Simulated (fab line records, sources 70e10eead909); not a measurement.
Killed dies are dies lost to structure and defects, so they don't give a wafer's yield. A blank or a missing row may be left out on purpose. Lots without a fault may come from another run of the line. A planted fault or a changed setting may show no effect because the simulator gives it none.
Which tool did it? | flow nand_harc | 11 lots, 32 wafers sampled, at 3 steps of a route of 1159

WHAT THE GAUGES READ, wafer by wafer
NHARC_P_STI_OCD_MEAS_17. Usual: trench_depth_nm 302 nm, standard deviation 3.1; trench_foot_cd_nm 157.3 nm, standard deviation 1.8.
lot  | measured    | on     | trench_depth_nm (nm) | trench_foot_cd_nm (nm) | flag
L407 | day 2 13:36 | ocd-02 | 297 303 303          | 156.7 155.1 155.9      |
L409 | day 3 03:32 | ocd-01 | 300 293 301          | 158.2 159.2 156.3      |
L412 | day 3 14:47 | ocd-01 | 303 306 302          | 155.0 153.9 157.4      |
L413 | day 4 00:04 | ocd-01 | 299 237 234          | 157.6 167.6 165.7      | OFF
L415 | day 4 13:47 | ocd-01 | 300 303 301          | 157.8 157.3 157.1      |
L416 | day 4 19:15 | ocd-01 | 297 234              | 158.0 167.3            | OFF
L417 | day 5 02:37 | ocd-01 | 301 236 232          | 158.5 164.3 165.1      | OFF
L421 | day 6 03:19 | ocd-01 | 302 296 302          | 156.8 158.1 156.4      |
L427 | day 7 13:22 | ocd-02 | 297 302 301          | 157.1 156.9 157.1      |
L428 | day 7 17:59 | ocd-02 | 301 304 303          | 158.5 160.8 159.6      |
L429 | day 8 00:43 | ocd-02 | 301 306 304          | 157.4 159.2 157.0      |

WHICH TOOL RAN EACH LOT (tool, then ch and the chambers of the sampled wafers, then the start)
lot  | NHARC_P_STI_DESCUM_14             | NHARC_P_STI_ETCH_15
L407 | rie_diel-13 ch 0,1, day 2 13:05   | rie_si-04 ch 0,1,3, day 2 13:23
L409 | rie_diel-10 ch 0,3, day 3 02:59   | rie_si-04 ch 0,1, day 3 03:16
L412 | rie_diel-13 ch 0,3, day 3 14:15   | rie_si-01 ch 2,3, day 3 14:31
L413 | rie_diel-13 ch 0,1,2, day 3 23:32 | rie_si-04 ch 0,2, day 3 23:50
L415 | rie_diel-13 ch 0,2,3, day 4 13:16 | rie_si-01 ch 1,2,3, day 4 13:32
L416 | rie_diel-10 ch 0,2, day 4 18:45   | rie_si-04 ch 0,1, day 4 19:01
L417 | rie_diel-13 ch 0,2,3, day 5 02:05 | rie_si-04 ch 1,2, day 5 02:22
L421 | rie_diel-03 ch 1,2, day 6 02:48   | rie_si-05 ch 0,3, day 6 03:04
L427 | rie_diel-03 ch 0,1,2, day 7 12:48 | rie_si-05 ch 0,1,3, day 7 13:07
L428 | rie_diel-13 ch 0,2,3, day 7 17:28 | rie_si-01 ch 0,2, day 7 17:45
L429 | rie_diel-03 ch 1,2,3, day 8 00:10 | rie_si-04 ch 0,1,2, day 8 00:28
- NHARC_P_STI_DESCUM_14: chemistry O2, time 3 s.
- NHARC_P_STI_ETCH_15: etches the open film in HBr/Cl2, target depth 300 nm, time 100.1 s.

WHAT THE TOOLS THEMSELVES READ (means of the sampled wafers that have a number; where no wafer has one, the mark that the record gives instead)
NHARC_P_STI_DESCUM_14. Usual: chamber_pressure_mTorr 60.00 mTorr, standard deviation 0.056; drypump_motor_current_A 5.53 A, standard deviation 0.27; o2_flow_sccm 200.1 sccm, standard deviation 0.68; oes_product_au 0.999 a.u., standard deviation 0.0073; rf_vpp_V 57.6 V, standard deviation 0.88; showerhead_plenum_p_Torr 1.89 Torr, standard deviation 0.087; throttle_valve_pct 11.311 %, standard deviation 0.009.
lot  | tool        | chamber_pressure_mTorr (mTorr) | drypump_motor_current_A (A) | o2_flow_sccm (sccm) | oes_product_au (a.u.) | rf_vpp_V (V) | showerhead_plenum_p_Torr (Torr) | throttle_valve_pct (%) | flag
L407 | rie_diel-13 | 59.98                          | 5.50                        | 199.5               | 1.003                 | 57.8         | 1.91                            | 11.310                 |
L409 | rie_diel-10 | 59.95                          | 5.79                        | 199.8               | 1.003                 | 57.9         | 1.99                            | 11.306                 |
L412 | rie_diel-13 | 60.04                          | 5.67                        | 199.3               | 1.001                 | 57.6         | 1.90                            | 11.318                 |
L413 | rie_diel-13 | 60.00                          | 5.42                        | 200.2               | 1.001                 | 57.2         | 1.87                            | 11.308                 |
L415 | rie_diel-13 | 59.96                          | 5.51                        | 199.8               | 1.002                 | 57.8         | 1.88                            | 11.308                 |
L416 | rie_diel-10 | 60.00                          | 5.52                        | 199.6               | 1.004                 | 58.0         | 1.93                            | 11.307                 |
L417 | rie_diel-13 | 60.03                          | 5.51                        | 200.0               | 0.997                 | 57.6         | 1.88                            | 11.309                 |
L421 | rie_diel-03 | 60.06                          | 5.48                        | 199.8               | 0.995                 | 57.0         | 1.78                            | 11.315                 |
L427 | rie_diel-03 | 59.97                          | 5.35                        | 200.3               | 1.000                 | 57.0         | 1.81                            | 11.306                 |
L428 | rie_diel-13 | 59.99                          | 5.52                        | 200.1               | 1.002                 | 57.8         | 1.88                            | 11.314                 |
L429 | rie_diel-03 | 60.06                          | 5.52                        | 200.0               | 0.996                 | 57.1         | 1.85                            | 11.314                 |

NHARC_P_STI_ETCH_15. Usual: chamber_pressure_mTorr 15.001 mTorr, standard deviation 0.014; drypump_motor_current_A 5.6 A, standard deviation 0.44; mfc_cl2_sccm 49.99 sccm, standard deviation 0.15; oes_product_au 1.003 a.u., standard deviation 0.0077; throttle_valve_pct 26.406 %, standard deviation 0.0093.
lot  | tool      | chamber_pressure_mTorr (mTorr) | drypump_motor_current_A (A) | mfc_cl2_sccm (sccm) | oes_product_au (a.u.) | throttle_valve_pct (%) | flag
L407 | rie_si-04 | 15.001                         | 5.5                         | 50.11               | 1.003                 | 26.404                 |
L409 | rie_si-04 | 14.979                         | 5.5                         | 49.92               | 0.993                 | 26.404                 |
L412 | rie_si-01 | 15.004                         | 5.5                         | 50.06               | 1.004                 | 26.410                 |
L413 | rie_si-04 | 15.005                         | 5.0                         | 49.92               | 0.909                 | 26.405                 | OFF
L415 | rie_si-01 | 14.989                         | 5.6                         | 49.85               | 1.003                 | 26.400                 |
L416 | rie_si-04 | 14.989                         | 5.7                         | 49.98               | 0.931                 | 26.403                 | OFF
L417 | rie_si-04 | 14.999                         | 5.8                         | 50.03               | 0.910                 | 26.407                 | OFF
L421 | rie_si-05 | 15.005                         | 5.6                         | 49.96               | 0.997                 | 26.408                 |
L427 | rie_si-05 | 14.999                         | 5.8                         | 49.94               | 0.997                 | 26.402                 |
L428 | rie_si-01 | 14.992                         | 5.4                         | 49.96               | 1.008                 | 26.410                 |
L429 | rie_si-04 | 14.996                         | 5.4                         | 50.07               | 1.012                 | 26.399                 |

THE ANSWER, worked out from the rows above alone
Rule: a lot is off if the mean of its wafers that have a number lies more than 3 standard deviations from the usual mean. A lot without any number at a reading at which 4 lots or more have one is off too. The other lots that the step has rows for count as sound. The gauges are gone through in route order, then the tools' own readings, and for those a lot's mean is taken as printed above. The first step at which some lot is off is used, and at that step the reading that is off furthest; a lot without a number counts as furthest.
Off: L413, L416, L417, at NHARC_P_STI_OCD_MEAS_17 (trench_depth_nm).
A tool fits if, at a process step before that reading, it ran every lot that is off, and no sound lot after the first of them. The gauges at NHARC_P_STI_OCD_MEAS_17 aren't tried: what is off there is off at NHARC_P_STI_ETCH_15 too, on other tools, and a gauge's error can't cause that. None of those tried fits.

WHAT THE SIMULATOR HAD PUT IN
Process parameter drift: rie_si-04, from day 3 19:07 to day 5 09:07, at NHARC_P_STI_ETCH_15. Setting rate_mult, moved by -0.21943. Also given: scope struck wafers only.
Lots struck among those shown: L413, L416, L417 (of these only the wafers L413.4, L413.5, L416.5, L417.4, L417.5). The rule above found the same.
